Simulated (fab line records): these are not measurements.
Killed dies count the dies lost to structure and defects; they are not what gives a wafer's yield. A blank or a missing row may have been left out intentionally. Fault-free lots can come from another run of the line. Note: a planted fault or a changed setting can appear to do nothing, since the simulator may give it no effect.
Matching of chambers || flow n5-finfet || N5_BEOL_M0_CUTY_ETCH_62 on rie-diel-01: 4 sister chambers
The step etches SiARC in CF4, time 58.5 s. 4 wafers are shown with their chamber, then 10 later ones without.

WAFERS PAIRED WITH THEIR CHAMBERS
{"wafer": "L090.1", "chamber": 1, "drypump-motor-current-A (A)": 5.2}
{"wafer": "L090.5", "chamber": 0, "drypump-motor-current-A (A)": 6.0}
{"wafer": "L091.1", "chamber": 3, "drypump-motor-current-A (A)": 6.0}
{"wafer": "L091.3", "chamber": 2, "drypump-motor-current-A (A)": 5.4}

WAFERS WHOSE CHAMBER IS MISSING
{"wafer": "L091.5", "drypump-motor-current-A (A)": 5.4}
{"wafer": "L094.1", "drypump-motor-current-A (A)": 6.0}
{"wafer": "L094.2", "drypump-motor-current-A (A)": 6.0}
{"wafer": "L094.3", "drypump-motor-current-A (A)": 5.2}
{"wafer": "L094.4", "drypump-motor-current-A (A)": 5.4}
{"wafer": "L094.5", "drypump-motor-current-A (A)": 6.0}
{"wafer": "L094.6", "drypump-motor-current-A (A)": 5.9}
{"wafer": "L097.3", "drypump-motor-current-A (A)": 5.4}
{"wafer": "L097.5", "drypump-motor-current-A (A)": 5.9}
{"wafer": "L097.6", "drypump-motor-current-A (A)": 5.4}

WHICH CHAMBER EACH WENT THROUGH
{"wafer": "L091.5", "from the rows above": 2, "in truth": 2}
{"wafer": "L094.1", "from the rows above": "can't be placed: 0 or 3", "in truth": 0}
{"wafer": "L094.2", "from the rows above": "can't be placed: 0 or 3", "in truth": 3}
{"wafer": "L094.3", "from the rows above": 1, "in truth": 1}
{"wafer": "L094.4", "from the rows above": 2, "in truth": 2}
{"wafer": "L094.5", "from the rows above": "can't be placed: 0 or 3", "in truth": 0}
{"wafer": "L094.6", "from the rows above": "can't be placed: 0 or 3", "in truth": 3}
{"wafer": "L097.3", "from the rows above": 2, "in truth": 2}
{"wafer": "L097.5", "from the rows above": "can't be placed: 0 or 3", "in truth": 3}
{"wafer": "L097.6", "from the rows above": 2, "in truth": 2}
Placed correctly: 5 of 10. Cannot be placed on the basis of these rows: 5; the candidates contain the true chamber in 5. 0 placed wrongly.
How it was worked out, from the rows above alone: a wafer's distance from a chamber is the root of the sum, over the readings, of the square of ((its reading less the chamber's mean) divided by the reading's scatter). If the next closest chamber is less than 2 further off than the closest, the wafer can't be placed; otherwise it belongs to the closest. The mean given for a chamber averages the wafers shown for that chamber. The scatter: with one shown wafer a chamber, the root of the mean of the squares of how far each hidden wafer lies from its nearest shown one.
